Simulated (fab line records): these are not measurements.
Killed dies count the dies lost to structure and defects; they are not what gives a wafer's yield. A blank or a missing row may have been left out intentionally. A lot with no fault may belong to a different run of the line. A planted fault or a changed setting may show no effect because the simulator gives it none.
Chamber matching | flow n5Finfet | rieDiel-05 running N5_BEOL_M12_ETCH_68: 4 sister chambers
The step etches SOC in N2/H2, time 285 s. 4 wafers are shown with their chamber, then 9 later ones without.

== WAFERS PAIRED WITH THEIR CHAMBERS ==
wafer  | chamber | showerheadPlenumPTorr (Torr)
L082.5 | 2       | 2.61
L085.1 | 1       | 2.51
L085.2 | 3       | 2.47
L085.3 | 0       | 2.50

== WAFERS WITHOUT THEIR CHAMBER ==
wafer  | showerheadPlenumPTorr (Torr)
L086.1 | 2.61
L086.2 | 2.47
L086.4 | 2.50
L093.2 | 2.47
L093.5 | 2.47
L093.6 | 2.50
L096.1 | 2.49
L096.2 | 2.46
L096.5 | 2.60

== WHICH CHAMBER EACH WENT THROUGH ==
wafer  | from the rows above          | in truth
L086.1 | 2                            | 2
L086.2 | 3                            | 3
L086.4 | can't be placed: 0 or 1      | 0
L093.2 | 3                            | 3
L093.5 | 3                            | 3
L093.6 | can't be placed: 0 or 1      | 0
L096.1 | can't be placed: 0 or 1 or 3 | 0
L096.2 | 3                            | 3
L096.5 | 2                            | 2
Correctly placed: 6 of 9. From these rows, 3 cannot be placed; in 3 the true chamber is one of the candidates. Wrongly placed: 0.
How it was worked out, from the rows above alone: a wafer's distance from a chamber is the root of the sum, over the readings, of the square of ((its reading less the chamber's mean) divided by the reading's scatter). The wafer belongs to the nearest chamber; if the next one is less than 2 further off, it can't be placed. The mean given for a chamber averages the wafers shown for that chamber. The scatter (one wafer shown for each chamber): square how far every hidden wafer sits from the nearest shown wafer, average those squares and take the square root.
